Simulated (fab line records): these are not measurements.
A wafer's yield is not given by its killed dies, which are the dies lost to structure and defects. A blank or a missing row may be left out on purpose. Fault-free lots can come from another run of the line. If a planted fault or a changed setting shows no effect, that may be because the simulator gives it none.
Which tool did it? + flow n5_finfet + 32 wafers from 11 lots sampled at 2 of the route's 1938 steps

## WHAT THE GAUGES READ, wafer by wafer
N5_BEOL_M15_THK_MEAS_01. Usual: M15_ILD_THK typically reads 1622 nm, with standard deviation 26.
| lot  | measured     | on            | M15_ILD_THK (nm) | flag |
|------|--------------|---------------|------------------|------|
| L278 | day 11 09:10 | film_metro-02 | 1601 1615 1644   |      |
| L280 | day 12 17:25 | film_metro-02 | 1591 1619        |      |
| L282 | day 12 17:47 | film_metro-02 | 1600 1610 1625   |      |
| L287 | day 13 16:04 | film_metro-01 | 1588 1633 1591   |      |
| L288 | day 15 13:52 | film_metro-02 | 1605 1620 1626   |      |
| L292 | day 15 14:23 | film_metro-01 | 1563 1598 1651   |      |
| L290 | day 15 14:56 | film_metro-01 | 1607 1574 1635   |      |
| L294 | day 15 17:38 | film_metro-02 | 1632 1616 1668   |      |
| L295 | day 16 16:05 | film_metro-01 | 1593 1624 1623   |      |
| L297 | day 16 16:07 | film_metro-01 | 1641 1689 1661   |      |
| L301 | day 17 18:44 | film_metro-02 | 1589 1613 1624   |      |

## TOOL THAT RAN EACH LOT (tool first, then ch and the chambers of the sampled wafers, then the start)
| lot  | N5_BEOL_M14_SPUTTER_44       |
|------|------------------------------|
| L278 | pvd_sputter-01, day 11 07:44 |
| L280 | pvd_sputter-02, day 12 15:58 |
| L282 | pvd_sputter-01, day 12 16:21 |
| L287 | pvd_sputter-02, day 13 14:39 |
| L288 | pvd_sputter-02, day 15 12:17 |
| L292 | pvd_sputter-02, day 15 12:57 |
| L290 | pvd_sputter-02, day 15 13:28 |
| L294 | pvd_sputter-02, day 15 16:07 |
| L295 | pvd_sputter-01, day 16 14:34 |
| L297 | pvd_sputter-03, day 16 14:37 |
| L301 | pvd_sputter-03, day 17 17:13 |
- N5_BEOL_M14_SPUTTER_44: material Ta, target thk 15 nm, time 24.19 s.

## AS READ BY THE TOOLS THEMSELVES (means over the sampled wafers that have a number; for cases with no such wafer, the mark the record gives instead)
N5_BEOL_M14_SPUTTER_44. Usual: bias_v 79.9 V, standard deviation 0.76; throttle_valve_pct 29.8 %, standard deviation 1.1.
| lot  | tool           | bias_v (V) | throttle_valve_pct (%) | flag |
|------|----------------|------------|------------------------|------|
| L278 | pvd_sputter-01 | 79.1       | 29.7                   |      |
| L280 | pvd_sputter-02 | 80.1       | 29.5                   |      |
| L282 | pvd_sputter-01 | 79.9       | 29.8                   |      |
| L287 | pvd_sputter-02 | 80.0       | 30.0                   |      |
| L288 | pvd_sputter-02 | 80.4       | 30.8                   |      |
| L292 | pvd_sputter-02 | 80.0       | 30.2                   |      |
| L290 | pvd_sputter-02 | 79.5       | 29.4                   |      |
| L294 | pvd_sputter-02 | 79.6       | 29.9                   |      |
| L295 | pvd_sputter-01 | 79.2       | 30.2                   |      |
| L297 | pvd_sputter-03 | 80.3       | 30.0                   |      |
| L301 | pvd_sputter-03 | 79.0       | 29.3                   |      |

## THE ANSWER, worked out from the rows above alone
Rule: lot off if the mean of its wafers having a number is beyond 3 standard deviations from the usual mean. Also off: a lot with no number at a reading for which 4 or more lots have one. Where the step has rows for the other lots, those lots are counted as sound. Order of review: gauges by route order, followed by the tools' own readings, for which a lot's mean as printed above is used. The first step at which some lot is off is used, and at that step the reading that is off furthest; a lot without a number counts as furthest.
No lot is off on any of the readings shown, so nothing can be concluded from this.

## WHAT THE SIMULATOR HAD PUT IN
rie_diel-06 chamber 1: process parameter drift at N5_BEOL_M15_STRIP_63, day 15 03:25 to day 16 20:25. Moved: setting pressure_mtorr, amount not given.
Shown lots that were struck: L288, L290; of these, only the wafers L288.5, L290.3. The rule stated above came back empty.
